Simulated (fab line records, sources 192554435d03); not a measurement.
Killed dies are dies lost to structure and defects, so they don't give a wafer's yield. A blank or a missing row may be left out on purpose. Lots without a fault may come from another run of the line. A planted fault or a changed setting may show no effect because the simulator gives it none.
fab line records | flow n5_finfet
record lots=9 wafers=27 last_day=18
route steps=1938 shown BEOL_M3@1002 BEOL_M4@1021 PASSIVATION@1936
lots that met no fault: from a run of the same line without faults
start_h: hours from the record's first day to the start of the lot's first wafer shown | wait_h: hours since the lot's step before | " the same as in the row above | L1.1+2: a row that stands for several wafers | - no value, or no start given | * or withheld: withheld | < > ~ a bound
route shown NAME@n: a module of which the file shows steps, and the number in the route of the first | usual: mean/standard deviation of fault-free wafers | same: alike in all rows | chamber/n: place in a boat | sites: the reading at each site | _std_site: their standard deviation | _edge_site: outer sites' mean less inner sites' | radius_mm: how far each site lies from the wafer's centre | mask NAME#n: copy n | behind: the tool/chamber that last shaped the wafer | hold: why the lot was held/for how many hours/how that ended | device: the transistor (n, p or np) that didn't switch | end of line: the same wafers' tests at the end of the route | a step without rows: its recipe alone | killed: dies lost to structure and defects at the first sort, not the wafer's yield | map: a wafer's dies, x killed, . not, _ none there
set.NAME: the setting as run; set.NAME@STEP: as run at that earlier step | model.NAME: the simulator's own value behind a step, which no gauge read
steps of the route over a sample of lots; a table a step, a row a wafer
services: from which hour (start_h, from the record's first day; less than 0 if before it) a tool's chamber was out of use, for how many hours, and why
## steps
# step N5_BEOL_M3_SPUTTER_88
# recipe material=Cu target_thk_a=45 temp_c=-20 chamber_pressure_pa=0.07 power_w=withheld time_s=8.29
# usual susceptor_temp_C=-20.00/0.099 throttle_valve_pct=30.3/1.2
# columns lot.wafer tool chamber start_h wait_h susceptor_temp_C throttle_valve_pct
L192.1 pvd_sputter-03 - 161.05 0.1 -19.82 29.8
L192.2 " - " " -20.05 30.8
L192.3 " - " " -20.10 31.1
L194.3 pvd_sputter-02 - 173.76 0.1 -19.87 30.4
L194.4 " - " " -20.03 28.0
L194.6 " - " " -19.96 30.3
L195.4 pvd_sputter-02 - 176.66 0.1 -19.81 30.7
L195.5 " - " " -20.08 28.1
L195.6 " - " " -19.95 33.1
L197.1 pvd_sputter-03 - 188.93 0.1 -20.00 30.9
L197.3 " - " " -20.04 30.6
L197.4 " - " " -19.88 28.9
L198.1 pvd_sputter-02 - 198.92 0.1 -19.97 28.1
L198.2 " - " " -20.01 30.4
L198.6 " - " " -19.85 27.8
L199.2 pvd_sputter-02 - 200.76 0.1 -20.03 30.6
L199.4 " - " " -19.97 33.0
L199.5 " - " " -20.16 30.2
L207.2 pvd_sputter-03 - 248.19 0.1 -19.88 31.2
L207.3 " - " " -20.10 30.3
L207.5 " - " " -19.96 30.8
L212.2 pvd_sputter-03 - 287.09 0.1 -19.96 30.2
L212.4 " - " " -20.17 29.1
L212.6 " - " " -19.94 30.2
L213.1 pvd_sputter-01 - 287.26 0.1 -20.01 30.6
L213.2 " - " " -20.07 30.7
L213.4 " - " " -20.11 29.8
# step N5_BEOL_M3_SPUTTER_94
# recipe material=Cu target_thk_a=45 temp_c=-20 chamber_pressure_pa=0.07 power_w=withheld time_s=8.29
# usual susceptor_temp_C=-19.99/0.11 throttle_valve_pct=30.2/1.2
# columns lot.wafer tool chamber start_h wait_h susceptor_temp_C throttle_valve_pct
L192.1 pvd_sputter-03 - 161.71 0.1 -19.89 30.1
L192.2 " - " " -20.05 30.7
L192.3 " - " " -20.07 30.9
L194.3 pvd_sputter-02 - 174.42 0.1 -20.02 30.5
L194.4 " - " " -19.97 28.0
L194.6 " - " " -19.98 30.2
L195.4 pvd_sputter-02 - 177.32 0.1 -19.91 30.4
L195.5 " - " " -19.81 27.9
L195.6 " - " " -19.98 33.0
L197.1 pvd_sputter-03 - 189.59 0.1 -19.75 31.0
L197.3 " - " " -19.97 30.6
L197.4 " - " " -19.88 29.1
L198.1 pvd_sputter-02 - 199.58 0.1 -20.06 28.0
L198.2 " - " " -20.18 30.6
L198.6 " - " " -20.04 27.8
L199.2 pvd_sputter-02 - 201.42 0.1 -19.94 30.6
L199.4 " - " " -20.08 32.7
L199.5 " - " " -19.90 30.0
L207.2 pvd_sputter-03 - 248.85 0.1 -20.08 31.3
L207.3 " - " " -19.83 30.6
L207.5 " - " " -19.95 30.4
L212.2 pvd_sputter-03 - 287.75 0.1 -20.00 29.9
L212.4 " - " " -20.00 28.9
L212.6 " - " " -19.99 30.7
L213.1 pvd_sputter-01 - 287.92 0.1 -19.91 30.9
L213.2 " - " " -20.17 30.6
L213.4 " - " " -19.89 29.7
# step N5_BEOL_M3_ANNEAL_51
# recipe temp_c=225 time_s=90 ambient=N2
# usual anneal_temp_c_max=226.4/0.38 wafer_temp_C_max=225.88/0.25
# columns lot.wafer tool chamber start_h wait_h anneal_temp_c_max wafer_temp_C_max
L192.1 rtp_anneal-01 0 162.13 0.1 226.5 226.37
L192.2 " 0 " " 226.2 225.61
L192.3 " 0 " " 226.5 225.84
L194.3 rtp_anneal-02 0 174.94 0.1 226.1 225.40
L194.4 " 0 " " 225.9 225.27
L194.6 " 0 " " 226.4 225.25
L195.4 rtp_anneal-02 0 177.87 0.2 226.0 225.65
L195.5 " 0 " " 226.4 226.11
L195.6 " 0 " " 226.1 225.80
L197.1 rtp_anneal-01 0 190.01 0.1 226.8 225.87
L197.3 " 0 " " 226.5 226.13
L197.4 " 0 " " 227.2 226.09
L198.1 rtp_anneal-01 0 200.04 0.1 226.6 226.16
L198.2 " 0 " " 226.4 225.95
L198.6 " 0 " " 226.7 225.73
L199.2 rtp_anneal-02 0 201.89 0.1 226.3 225.72
L199.4 " 0 " " 226.2 225.63
L199.5 " 0 " " 225.7 226.02
L207.2 rtp_anneal-01 0 249.33 0.1 226.5 226.09
L207.3 " 0 " " 226.6 226.07
L207.5 " 0 " " 226.3 226.17
L212.2 rtp_anneal-01 0 288.21 0.1 226.6 226.13
L212.4 " 0 " " 226.6 226.26
L212.6 " 0 " " 226.8 226.21
L213.1 rtp_anneal-02 0 288.33 0.1 226.0 226.14
L213.2 " 0 " " 225.9 225.75
L213.4 " 0 " " 226.1 225.89
# step N5_BEOL_M4_ILD_DEP_00
# recipe material=SiOC target_thk_a=790 temp_c=350 precursor=DEMS/O2 pressure_torr=5 rf_w=500 time_s=15.3
# usual heater_power_w=445/78 rf_fwd_power_W=491.8/2.6 showerhead_plenum_p_Torr=5.687/0.013 susceptor_temp_C=349.99/0.22 throttle_valve_pct=12.0/0.81
# columns lot.wafer tool chamber start_h wait_h heater_power_w rf_fwd_power_W showerhead_plenum_p_Torr susceptor_temp_C throttle_valve_pct
L192.1 pecvd-02 1 163.04 0.0 448 489.6 5.702 350.40 12.0
L192.2 " 2 " " 640 492.0 5.701 350.27 11.7
L192.3 " 0 " " 498 489.4 5.695 350.00 11.6
L194.3 pecvd-01 0 175.78 0.0 459 494.6 5.690 349.63 12.7
L194.4 " 2 " " 521 489.6 5.715 350.44 10.8
L194.6 " 1 " " 373 491.1 5.675 350.21 11.6
L195.4 pecvd-01 2 178.67 0.1 510 490.7 5.704 349.91 10.6
L195.5 " 0 " " 430 494.4 5.667 349.65 12.5
L195.6 " 1 " " 355 486.6 5.670 350.09 11.8
L197.1 pecvd-01 0 190.94 0.0 462 493.9 5.673 349.80 12.8
L197.3 " 2 " " 464 489.5 5.701 349.60 11.0
L197.4 " 0 " " 369 493.5 5.681 349.95 12.8
L198.1 pecvd-01 2 200.95 0.0 462 487.9 5.690 350.29 10.7
L198.2 " 1 " " 293 493.0 5.670 350.06 11.6
L198.6 " 0 " " 385 494.3 5.692 350.20 12.5
L199.2 pecvd-02 0 202.85 0.0 545 491.2 5.688 350.05 12.0
L199.4 " 2 " " 593 493.0 5.694 349.91 11.9
L199.5 " 1 " " 437 492.7 5.686 349.57 11.8
L207.2 pecvd-03 2 250.19 0.0 384 494.5 5.675 350.02 10.3
L207.3 " 1 " " 438 495.1 5.691 349.83 13.0
L207.5 " 1 " " 438 493.2 5.699 349.78 12.9
L212.2 pecvd-01 2 289.24 0.0 448 491.5 5.702 350.12 10.5
L212.4 " 0 " " 411 494.5 5.684 349.93 12.8
L212.6 " 2 " " 443 487.0 5.714 350.18 10.6
L213.1 pecvd-02 2 289.31 0.0 548 488.8 5.707 350.73 12.0
L213.2 " 0 " " 485 488.4 5.692 350.12 12.2
L213.4 " 2 " " 549 492.3 5.727 350.26 12.0
# step N5_BEOL_M4_THK_MEAS_01
# recipe reads=SiOC_of_BEOL_M4_ILD_DEP_00
# usual M4_ILD_THK=79.2/0.88
# columns lot.wafer tool chamber start_h wait_h M4_ILD_THK[nm]
L192.1 film_metro-01 - 163.11 0.0 78.9
L192.2 " - " " 79.1
L192.3 " - " " 78.6
L194.3 film_metro-01 - 175.85 0.1 78.3
L194.4 " - " " 79.8
L194.6 " - " " 80.1
L195.4 film_metro-02 - 178.72 0.0 80.9
L195.5 " - " " 80.7
L195.6 " - " " 79.8
L197.1 film_metro-01 - 191.01 0.0 110.8
L197.3 " - " " 78.4
L197.4 " - " " 113.2
L198.1 film_metro-01 - 201.02 0.0 79.1
L198.2 " - " " 78.6
L198.6 " - " " 113.0
L199.2 film_metro-01 - 202.92 0.1 78.3
L199.4 " - " " 80.1
L199.5 " - " " 80.1
L207.2 film_metro-01 - 250.26 0.1 80.0
L207.3 " - " " 79.3
L207.5 " - " " 80.8
L212.2 film_metro-01 - 289.31 0.1 77.9
L212.4 " - " " 79.1
L212.6 " - " " 79.1
L213.1 film_metro-02 - 289.38 0.0 79.9
L213.2 " - " " 79.1
L213.4 " - " " 79.9
# step N5_BEOL_M4_RC_MEAS_101
# usual DIBL_N=36.4/1.4 DIBL_P=36.3/1.8 IOFF_N=0.163/0.024 IOFF_P=0.21/0.034 ION_N=673/11 ION_P=461/7.4 SS_N=71.6/0.52 SS_P=73.3/0.58 VT_N=249.4/2.5 VT_P=-250/3.5
# columns lot.wafer tool chamber start_h wait_h DIBL_N[mV/V] DIBL_P[mV/V] IOFF_N[nA/um] IOFF_P[nA/um] ION_N[uA/um] ION_P[uA/um] SS_N[mV/dec] SS_P[mV/dec] VT_N[mV] VT_P[mV]
L192.1 prober-02 0 170.66 0.0 37.2 37.1 0.176 0.21 668 451 71.9 73.0 248.3 -249
L192.2 " 0 " " 36.7 37.9 0.180 0.23 684 467 71.8 73.3 248.2 -249
L192.3 " 0 " " 37.6 37.5 0.190 0.22 673 456 71.6 72.7 248.1 -249
L194.3 prober-02 0 186.20 0.3 36.8 37.2 0.173 0.19 674 449 71.8 73.8 246.7 -254
L194.4 " 0 " " 36.2 36.3 0.167 0.19 685 455 71.4 72.5 246.7 -254
L194.6 " 0 " " 35.0 35.3 0.147 0.17 668 453 71.9 72.8 251.3 -254
L195.4 prober-02 0 192.36 0.5 34.6 33.8 0.118 0.20 651 458 70.6 72.5 254.1 -248
L195.5 " 0 " " 36.9 36.4 0.154 0.25 661 462 72.2 72.9 247.8 -247
L195.6 " 0 " " 37.7 38.1 0.176 0.27 682 477 72.1 74.1 249.6 -243
L197.3 prober-01 0 199.40 0.3 35.5 34.4 0.136 0.20 668 464 71.2 72.7 249.4 -249
L198.1 prober-01 0 209.37 0.0 34.1 35.5 0.139 0.18 652 448 71.5 73.3 253.9 -253
L198.2 " 0 " " 35.7 37.6 0.168 0.22 668 455 71.9 73.5 249.8 -252
L199.2 prober-02 0 212.44 0.2 36.0 36.8 0.169 0.23 665 461 72.1 73.5 248.2 -247
L199.4 " 0 " " 35.0 35.7 0.145 0.21 666 457 71.0 73.2 248.0 -249
L199.5 " 0 " " 36.5 37.7 0.174 0.26 680 475 71.9 73.9 247.9 -244
L207.2 prober-02 0 261.20 0.2 37.7 35.9 0.174 0.21 663 451 72.5 73.4 252.2 -249
L207.3 " 0 " " 35.0 33.7 0.124 0.17 661 455 71.4 73.3 254.1 -250
L207.5 " 0 " " 35.7 33.7 0.138 0.17 653 448 71.8 72.7 252.6 -256
L213.1 prober-02 0 300.13 0.0 35.3 31.4 0.130 0.15 674 453 71.3 72.9 250.6 -258
L213.2 " 0 " " 34.5 30.9 0.117 0.14 669 450 70.8 72.6 251.5 -257
L213.4 " 0 " " 35.9 32.4 0.137 0.16 660 446 70.6 72.0 250.8 -255
L212.2 prober-02 0 303.23 0.2 35.1 34.8 0.137 0.19 665 460 70.9 73.0 250.8 -250
L212.4 " 0 " " 36.0 35.2 0.146 0.20 666 455 71.1 72.9 251.1 -250
L212.6 " 0 " " 35.1 35.0 0.142 0.20 662 456 70.9 72.6 248.0 -248
# step N5_PASSIVATION_PROBE_49
# usual defect_limited_yield=91.4/1.6 killed_at_M0_to_M3=34/12 killed_at_M4_up=13/5.2 killed_at_contacts=11/5.5 killed_at_front_end=40/13 killed_at_other=3.4/2.7 killed_dies=102/19 killed_on_rim=13/4.3 killed_open=66/15 killed_short=33/7.9 sort_bin_5_function=5.1/1.1 sort_bin_6_memory=3.2/0.7 sort_n_pass=1078/19 sort_yield_pct=91.4/1.6
# same gross_dies=1180 killed_at_back_side=0 sort_bin_4_leakage[%]=0 sort_bin_8_speed[%]=0
# columns lot.wafer tool chamber start_h wait_h defect_limited_yield[%] killed_at_M0_to_M3 killed_at_M4_up killed_at_contacts killed_at_front_end killed_at_other killed_dies killed_on_rim killed_open killed_short sort_bin_5_function[%] sort_bin_6_memory[%] sort_n_pass sort_yield_pct[%]
L197.1 prober-01 - 310.78 0.0 0 46 1066 17 47 4 1180 152 88 40 95.7 4.0 0 0
L197.3 prober-01 - 310.88 0.1 91.6 36 16 12 33 2 99 11 66 32 4.2 3.7 1081 91.6
L197.4 prober-01 - 310.93 0.2 0 46 1066 7 61 0 1180 152 84 49 95.5 3.9 0 0
L198.1 prober-01 - 319.94 0.0 90.3 53 21 10 28 3 115 16 71 40 5.0 4.5 1065 90.3
L198.2 prober-01 - 319.99 0.1 90.6 43 17 9 40 2 111 13 75 36 5.5 3.6 1069 90.6
L198.6 prober-01 - 320.19 0.3 0 40 1088 10 41 1 1180 152 62 35 96.9 2.8 0 0
# killed by level:class
L197.1 BEOL_M4:area_dep=1052 MOL_CONTACT_COAG:geometric_particle:open=16 FIN_SAQP:geometric_particle:open=15 BEOL_M0_SAQP:geometric_particle:short=11 STI_FIN_REVEAL:geometric_particle:open=9 BEOL_M0_SAQP:geometric_particle:open=9 BEOL_M4:geometric_particle:open=9 BEOL_M3:geometric_particle:open=8
L197.3 MOL_CONTACT_COAG:geometric_particle:open=9 BEOL_M0_SAQP:geometric_particle:short=9 BEOL_M0_SAQP:geometric_particle:open=7 BEOL_M4:geometric_particle:open=7 FIN_SAQP:geometric_particle:short=6 BEOL_M2:geometric_particle:open=6 FIN_SAQP:geometric_particle:open=5 STI_FIN_REVEAL:geometric_particle:open=5
L197.4 BEOL_M4:area_dep=1047 STI_FIN_REVEAL:geometric_particle:open=21 BEOL_M2:geometric_particle:open=13 BEOL_M0_SAQP:geometric_particle:open=10 BEOL_M4:geometric_particle:open=10 FIN_SAQP:geometric_particle:short=8 BEOL_M0_SAQP:geometric_particle:short=7 FIN_SAQP:geometric_particle:open=6
L198.1 BEOL_M0_SAQP:geometric_particle:open=20 BEOL_M0_SAQP:geometric_particle:short=15 GATE_CUT:geometric_particle:short=8 MOL_CONTACT_COAG:geometric_particle:open=7 BEOL_M1:geometric_particle:open=6 BEOL_M2:geometric_particle:open=6 BEOL_M4:geometric_particle:open=5 GATE_CUT:geometric_particle:open=4
L198.2 STI_FIN_REVEAL:geometric_particle:open=11 GATE_CUT:geometric_particle:short=10 MOL_CONTACT_COAG:geometric_particle:open=9 BEOL_M1:geometric_particle:open=9 BEOL_M0_SAQP:geometric_particle:open=8 BEOL_M2:geometric_particle:open=7 BEOL_M0_SAQP:geometric_particle:short=6 BEOL_M4:geometric_particle:open=5
L198.6 BEOL_M4:area_dep=1079 BEOL_M1:geometric_particle:open=11 STI_FIN_REVEAL:geometric_particle:open=10 BEOL_M0_SAQP:geometric_particle:short=10 MOL_CONTACT_COAG:geometric_particle:open=9 BEOL_M0_SAQP:geometric_particle:open=8 DUMMY_GATE:geometric_particle:open=7 GATE_CUT:geometric_particle:short=5
## services
# columns tool chamber start_h hours kind
pecvd-02 - 137.13 1.7 repair
pecvd-01 0 146.31 2.1 scheduled_down
pecvd-02 1 151.52 2.1 scheduled_down
pecvd-03 2 202.38 - clean
pecvd-03 2 202.38 - consumable_replace:showerhead
pecvd-03 2 202.38 29.0 scheduled_down
pecvd-03 2 202.38 29.0 vent_cycle
pecvd-01 2 234.74 4.8 repair
pecvd-01 0 247.98 5.0 scheduled_down
pecvd-02 0 253.33 6.3 repair
pecvd-01 2 257.52 2.1 scheduled_down
pecvd-03 1 275.23 2.1 scheduled_down
## key
first_sign step=N5_BEOL_M4_THK_MEAS_01 reading=M4_ILD_THK direction=up sigmas=38 usual=79.2 struck=112.3
effect step=N5_PASSIVATION_PROBE_49 reading=killed_at_M4_up direction=up sigmas=99+ usual=13 struck=1073
more_kills_born_at N5_BEOL_M4_ILD_DEP_00@pecvd-01=3178
met_at N5_BEOL_M4_ILD_DEP_00
struck_lots L197,L198
struck_wafers L197.1,L197.4,L198.6
later_rows_left_out L197.1,L197.4,L198.6
not_acting_at N5_BEOL_M3_SPUTTER_88,N5_BEOL_M3_SPUTTER_94,N5_BEOL_M3_ANNEAL_51
onset_between 178.67 190.94
fault kind=process_parameter_drift tool=pecvd-01 chamber=0 onset_h=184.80 steps=N5_BEOL_M4_ILD_DEP_00 channel=time_s offset=* shape=step end_h=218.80 acts_in=* stated=*
# later_rows_left_out: the simulator's readings of these wafers behind a module that went badly wrong aren't trusted and aren't shown, but for the sort
